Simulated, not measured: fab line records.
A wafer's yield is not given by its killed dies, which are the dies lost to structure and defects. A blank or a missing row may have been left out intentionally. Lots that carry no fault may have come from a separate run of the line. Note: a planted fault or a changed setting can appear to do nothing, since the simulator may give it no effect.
Which tool is to blame? | flow nand_harc | 12 lots with 36 wafers sampled at 5 steps, on a route of 1302 steps

== WHAT EACH GAUGE READ, for each wafer ==
NHARC_END_SORT_01. Usual: killed_at_array 63, standard deviation 27; killed_at_other 0.7, standard deviation 1.2; killed_at_periphery 3.1, standard deviation 2; killed_dies 67, standard deviation 28; killed_open 3.0, standard deviation 1.9; killed_short 2.2, standard deviation 1.5.
lot  | measured     | on        | killed_at_array | killed_at_other | killed_at_periphery | killed_dies | killed_open | killed_short | flag
L378 | day 26 16:31 | prober-02 | 21 23 20        | 0 0 1           | 6 1 2               | 27 24 23    | 3 3 3       | 3 1 2        |
L381 | day 28 06:05 | prober-01 | 71 74 63        | 4 6 5           | 602 597 609         | 677 677 677 | 3 1 4       | 1 4 0        | OFF
L382 | day 28 11:41 | prober-02 | 22 28 22        | 0 0 0           | 655 649 655         | 677 677 677 | 6 5 6       | 2 2 1        | OFF
L388 | day 31 22:45 | prober-02 | 56              | 0               | 3                   | 59          | 2           | 1            |
L389 | day 32 08:10 | prober-02 | 46 49           | 0 0             | 4 4                 | 50 53       | 6 1         | 1 4          |
L390 | day 32 05:50 | prober-01 | 60 48 44        | 0 1 0           | 4 2 3               | 64 51 47    | 1 0 2       | 2 1 0        |

== TOOL THAT RAN EACH LOT (tool first, then ch and the chambers of the sampled wafers, then the start) ==
lot  | NHARC_P_GATE_DESCUM_48             | NHARC_P_GATE_STRIP_76                | NHARC_P_GATE_IMPLANT_94         | NHARC_P_GATE_STRIP_95
L376 | rie_diel-08 ch 2,3, day 7 02:06    | plasma_asher-02 ch 0,1, day 7 04:48  | implanter-01 ch 0, day 7 05:56  | plasma_asher-02 ch 0,1, day 7 06:52
L377 | rie_diel-10 ch 1,2,3, day 7 13:03  | plasma_asher-01 ch 0,1, day 7 15:25  | implanter-02 ch 0, day 7 16:40  | plasma_asher-02 ch 0,1, day 7 17:34
L378 | rie_diel-10 ch 0,2, day 8 00:30    | plasma_asher-02 ch 0,1, day 8 03:07  | implanter-01 ch 0, day 8 04:30  | plasma_asher-02 ch 0,1, day 8 05:25
L379 | rie_diel-10 ch 0,1,2, day 8 09:17  | plasma_asher-02 ch 0,1, day 8 11:40  | implanter-02 ch 0, day 8 12:46  | plasma_asher-02 ch 0,1, day 8 13:42
L381 | rie_diel-09 ch 0,1, day 9 02:20    | plasma_asher-01 ch 0, day 9 04:43    | implanter-02, day 9 05:56       | plasma_asher-01 ch 0,1, day 9 06:54
L382 | rie_diel-08 ch 1,2, day 9 17:18    | plasma_asher-01 ch 0,1, day 9 19:35  | implanter-01, day 9 20:52       | plasma_asher-01 ch 0,1, day 9 21:47
L388 | rie_diel-08 ch 2,3, day 12 09:39   | plasma_asher-01 ch 0,1, day 12 11:57 | implanter-01 ch 0, day 12 13:10 | plasma_asher-01 ch 0,1, day 12 14:07
L389 | rie_diel-08 ch 2,3, day 12 17:34   | plasma_asher-02 ch 0,1, day 12 19:58 | implanter-01 ch 0, day 12 21:16 | plasma_asher-02 ch 0,1, day 12 22:08
L391 | rie_diel-08 ch 0,3, day 13 07:44   | plasma_asher-02 ch 0,1, day 13 10:07 | implanter-02 ch 0, day 13 11:22 | plasma_asher-02 ch 0,1, day 13 12:16
L390 | rie_diel-09 ch 0,1, day 13 07:54   | plasma_asher-01 ch 0,1, day 13 10:31 | implanter-01 ch 0, day 13 11:36 | plasma_asher-01 ch 0,1, day 13 12:34
L393 | rie_diel-10 ch 1,3, day 14 14:15   | plasma_asher-02 ch 1, day 14 16:40   | implanter-02 ch 0, day 14 17:56 | plasma_asher-01 ch 0, day 14 19:02
L395 | rie_diel-08 ch 0,1,2, day 15 00:19 | plasma_asher-01 ch 0,1, day 15 02:49 | implanter-02 ch 0, day 15 03:59 | plasma_asher-02 ch 0,1, day 15 04:53
- NHARC_P_GATE_DESCUM_48: chemistry O2, time 3 s.
- NHARC_P_GATE_STRIP_76: strips in O2.
- NHARC_P_GATE_IMPLANT_94
- NHARC_P_GATE_STRIP_95: strips in O2.

== AS READ BY THE TOOLS THEMSELVES (means over the sampled wafers that have a number; for cases with no such wafer, the mark the record gives instead) ==
NHARC_P_GATE_DESCUM_48. Usual: drypump_motor_current_A 5.7 A, standard deviation 0.51; o2_flow_sccm 200.0 sccm, standard deviation 0.64; oes_product_au 1.001 a.u., standard deviation 0.013; rf_vpp_V 57.9 V, standard deviation 0.79; showerhead_plenum_p_Torr 1.94 Torr, standard deviation 0.098; throttle_valve_pct 11.312 %, standard deviation 0.0093.
lot  | tool        | drypump_motor_current_A (A) | o2_flow_sccm (sccm) | oes_product_au (a.u.) | rf_vpp_V (V) | showerhead_plenum_p_Torr (Torr) | throttle_valve_pct (%) | flag
L376 | rie_diel-08 | 6.4                         | 200.6               | 0.996                 | 58.1         | 1.99                            | 11.308                 |
L377 | rie_diel-10 | 5.4                         | 200.4               | 1.012                 | 57.4         | 1.84                            | 11.315                 |
L378 | rie_diel-10 | 5.1                         | 199.7               | 1.019                 | 57.4         | 1.89                            | 11.322                 |
L379 | rie_diel-10 | 5.4                         | 199.6               | 1.010                 | 57.5         | 1.87                            | 11.313                 |
L381 | rie_diel-09 | 5.4                         | 199.8               | 1.003                 | 58.2         | 2.05                            | 11.309                 |
L382 | rie_diel-08 | 6.3                         | 199.3               | 0.997                 | 57.3         | 1.92                            | 11.308                 |
L388 | rie_diel-08 | 6.4                         | 200.1               | 1.005                 | 58.8         | 1.99                            | 11.316                 |
L389 | rie_diel-08 | 6.4                         | 199.2               | 1.004                 | 57.7         | 1.99                            | 11.307                 |
L391 | rie_diel-08 | 6.1                         | 199.9               | 0.998                 | 57.4         | 2.03                            | 11.316                 |
L390 | rie_diel-09 | 5.7                         | 200.7               | 0.997                 | 58.7         | 2.03                            | 11.317                 |
L393 | rie_diel-10 | 5.7                         | 200.0               | 1.010                 | 56.6         | 1.82                            | 11.306                 |
L395 | rie_diel-08 | 6.0                         | 199.1               | 1.003                 | 57.9         | 1.95                            | 11.305                 |

NHARC_P_GATE_STRIP_76. Usual: drypump_motor_current_A 5.7 A, standard deviation 0.49; heater_power_w 355 W, standard deviation 55.
lot  | tool            | drypump_motor_current_A (A) | heater_power_w (W) | flag
L376 | plasma_asher-02 | 5.7                         | 363                |
L377 | plasma_asher-01 | 6.0                         | 311                |
L378 | plasma_asher-02 | 5.3                         | 353                |
L379 | plasma_asher-02 | 5.3                         | 358                |
L381 | plasma_asher-01 | 6.2                         | 283                |
L382 | plasma_asher-01 | 5.6                         | 375                |
L388 | plasma_asher-01 | 6.0                         | 324                |
L389 | plasma_asher-02 | 5.7                         | 355                |
L391 | plasma_asher-02 | 5.3                         | 352                |
L390 | plasma_asher-01 | 5.7                         | 380                |
L393 | plasma_asher-02 | 5.0                         | 343                |
L395 | plasma_asher-01 | 6.0                         | 333                |

NHARC_P_GATE_IMPLANT_94. Usual: beam_energy_keV 60.001, standard deviation 0.019; beam_on_s 21.7 s, standard deviation 1.6; end_station_pressure_torr 1.22e-05 Torr, standard deviation 9e-07; tilt_deg 7.004 degrees, standard deviation 0.017.
lot  | tool         | beam_energy_keV | beam_on_s (s) | end_station_pressure_torr (Torr) | tilt_deg (degrees) | flag
L376 | implanter-01 | 59.992          | 23.2          | 1.19e-05                         | 7.014              |
L377 | implanter-02 | 59.979          | 20.2          | 1.28e-05                         | 7.000              |
L378 | implanter-01 | 59.994          | 24.3          | 1.15e-05                         | 7.009              |
L379 | implanter-02 | 59.996          | 19.8          | 1.28e-05                         | 7.015              |
L381 | implanter-02 | -               | -             | -                                | -                  | OFF
L382 | implanter-01 | -               | -             | -                                | -                  | OFF
L388 | implanter-01 | 60.025          | 23.4          | 1.10e-05                         | 7.006              |
L389 | implanter-01 | 59.993          | 23.2          | 1.15e-05                         | 7.016              |
L391 | implanter-02 | 60.004          | 20.0          | 1.34e-05                         | 6.990              |
L390 | implanter-01 | 60.021          | 23.5          | 1.18e-05                         | 6.986              |
L393 | implanter-02 | 59.978          | 20.1          | 1.25e-05                         | 7.001              |
L395 | implanter-02 | 60.011          | 20.7          | 1.25e-05                         | 6.998              |

NHARC_P_GATE_STRIP_95. Usual: drypump_motor_current_A 5.7 A, standard deviation 0.49; heater_power_w 353 W, standard deviation 55.
lot  | tool            | drypump_motor_current_A (A) | heater_power_w (W) | flag
L376 | plasma_asher-02 | 5.7                         | 367                |
L377 | plasma_asher-02 | 5.3                         | 359                |
L378 | plasma_asher-02 | 5.3                         | 361                |
L379 | plasma_asher-02 | 5.7                         | 360                |
L381 | plasma_asher-01 | 5.7                         | 378                |
L382 | plasma_asher-01 | 5.7                         | 374                |
L388 | plasma_asher-01 | 5.7                         | 376                |
L389 | plasma_asher-02 | 5.7                         | 360                |
L391 | plasma_asher-02 | 5.7                         | 361                |
L390 | plasma_asher-01 | 5.7                         | 371                |
L393 | plasma_asher-01 | 6.3                         | 283                |
L395 | plasma_asher-02 | 5.7                         | 362                |

== THE ANSWER, worked out from the rows above alone ==
Rule: lot off if the mean of its wafers having a number is beyond 3 standard deviations from the usual mean. A lot without any number at a reading at which 4 lots or more have one is off too. All remaining lots with rows at the step are treated as sound. Order of review: gauges by route order, followed by the tools' own readings, for which a lot's mean as printed above is used. At the first step where some lot is off, the reading lying furthest off is the one used; lots without a number count as furthest.
Off at NHARC_END_SORT_01 (killed_at_periphery): L381, L382. Neither off nor sound, because the step has no rows for them: L376, L377, L379, L391, L393, L395.
If a tool, at a process step before that reading, ran all the lots that are off and no sound lot after the first of them, it fits. The gauges at NHARC_END_SORT_01 aren't tried: what is off there is off at NHARC_P_GATE_IMPLANT_94 too, on other tools, and a gauge's error can't cause that. None of those tried fits.

== WHAT THE SIMULATOR HAD INSERTED ==
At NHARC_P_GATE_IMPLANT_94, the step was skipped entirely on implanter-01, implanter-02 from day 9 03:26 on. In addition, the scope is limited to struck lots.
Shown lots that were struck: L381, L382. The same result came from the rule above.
